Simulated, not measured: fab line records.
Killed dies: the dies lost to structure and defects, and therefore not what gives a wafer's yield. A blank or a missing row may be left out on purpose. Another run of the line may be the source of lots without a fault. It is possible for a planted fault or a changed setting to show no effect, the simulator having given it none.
A lot that was struck, set against a sound lot -- flow nandHarc -- 23 steps out of a route of 1302
Sound: these wafers, L641.2, L641.4, L641.6. Struck: wafer L631.1 (L631.2, L631.5, from the same lot, were not struck and are left out); the cause is given at the end.
Each step with rows lists, per side, the tool, then ch with its chambers, then its first start. Under that, the readings that differ: sound wafers -- struck wafers -- difference of the means -- sigmas: that difference in standard deviations of wafers without a fault.
alike: a reading whose means differ by less than 2 such deviations, as well as words and numbers matching on both sides. not compared: withheld readings; readings where some wafer has no value; bounds like >300 that might hide an equal value; numbers whose values overlap and for which the record gives no deviation.
The two part at a step that has a row with sigmas, a row that says differs or no value, or rows on one side only. Numbers that don't overlap but have no deviation are shown without sigmas and don't part them. A reading that every wafer of one side lacks parts them only if that side has two wafers or more.

first, 8 steps without rows for these wafers: NHARC_A_CHANNEL_HOLE_D2_DESCUM_15 (chemistry O2, time 3 s); NHARC_A_CHANNEL_HOLE_D2_ETCH_38 (etches the open film in CF4, target depth 39 nm, time 65 s); NHARC_A_CHANNEL_HOLE_D2_ETCH_39 (etches the open film in N2/H2, target depth 260 nm, time 325 s); NHARC_A_CHANNEL_HOLE_D2_ETCH_34 (etches the open film in CF4/CHF3, target depth 154 nm, time 77 s); NHARC_A_CHANNEL_HOLE_D2_ETCH_16 (etches the open film in O2/COS, target depth 3100 nm, time 806 s); NHARC_A_CHANNEL_HOLE_D2_ETCH_19 (etches the open film in C4F8/O2/Ar, time 34.5 s); NHARC_A_CHANNEL_HOLE_D2_ETCH_20 (etches the open film in C4F8/O2/Ar, time 361.9 s, target depth 1600 nm); NHARC_A_CHANNEL_HOLE_D2_ETCH_21 (etches the open film in C4F8/O2/Ar, time 514.3 s, target depth 1600 nm).
NHARC_A_CHANNEL_HOLE_D2_ETCH_22: etches the open film in C4F8/O2/Ar, time 666.7 s, target depth 1600 nm.
  sound on harEtch-02 ch 0,1, day 22 12:38; struck on harEtch-01 ch 0, day 18 20:19
reading,sound,struck,difference,sigmas
drypumpMotorCurrentA (A),6.18 5.75 6.18,5.68,-0.36,-2
  alike: showerheadPlenumPTorr, tempC, throttleValvePct
  not compared: rfHoursCounterH
then, 12 steps without rows for these wafers: NHARC_A_CHANNEL_HOLE_D2_ETCH_23 (etches the open film in C4F8/O2/Ar, time 819 s, target depth 1600 nm); NHARC_A_CHANNEL_HOLE_D2_ETCH_24 (etches the open film in C4F8/O2/Ar, time 906.2 s, target depth 1500 nm); NHARC_A_CHANNEL_HOLE_D2_ETCH_25 (etches the open film in C4F8/O2/Ar, time 1040.2 s, target depth 1500 nm); NHARC_A_CHANNEL_HOLE_D2_ETCH_26 (etches the open film in C4F8/O2/Ar, time 224.1 s, target depth 300 nm); NHARC_A_CHANNEL_HOLE_D2_ETCH_27 (etches the open film in C4F8/O2/Ar, time 90 s, target depth 400 nm); NHARC_A_CHANNEL_HOLE_D2_STRIP_41 (strips in N2/H2); NHARC_A_CHANNEL_HOLE_D2_STRIP_42 (strips in CF4/CHF3); NHARC_A_CHANNEL_HOLE_D2_STRIP_43 (strips in O2/COS); NHARC_A_CHANNEL_HOLE_D2_ETCH_44 (etches the open film in CF4/O2, target depth 140 nm, overetch 14 nm, time 77 s); NHARC_A_CHANNEL_HOLE_D2_STRIP_28 (strips in O2); NHARC_A_CHANNEL_HOLE_D2_PRECLEAN_29 (cleans in SC1); NHARC_A_CHANNEL_HOLE_D2_SRD_30.
NHARC_A_CHANNEL_HOLE_D2_XSEM_32:
  sound on xsem-01 ch 0, day 22 17:25; struck on xsem-01 ch 0, day 19 01:04
reading,sound,struck,difference,sigmas
bowNm (nm),8.34 8.24 8.31,13.88,+5.58,+20
  alike: botCdNm, tiltDeg
after that, 1 step had no rows for these wafers: NHARC_END_SORT_01.

WHERE THEY PART
Earliest at NHARC_A_CHANNEL_HOLE_D2_ETCH_22; latest, in this record, at NHARC_A_CHANNEL_HOLE_D2_XSEM_32.

WHY: the cause the simulator had injected
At NHARC_A_CHANNEL_HOLE_D2_ETCH_22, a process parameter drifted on harEtch-01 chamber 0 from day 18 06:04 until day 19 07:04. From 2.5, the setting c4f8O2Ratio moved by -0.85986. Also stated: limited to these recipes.
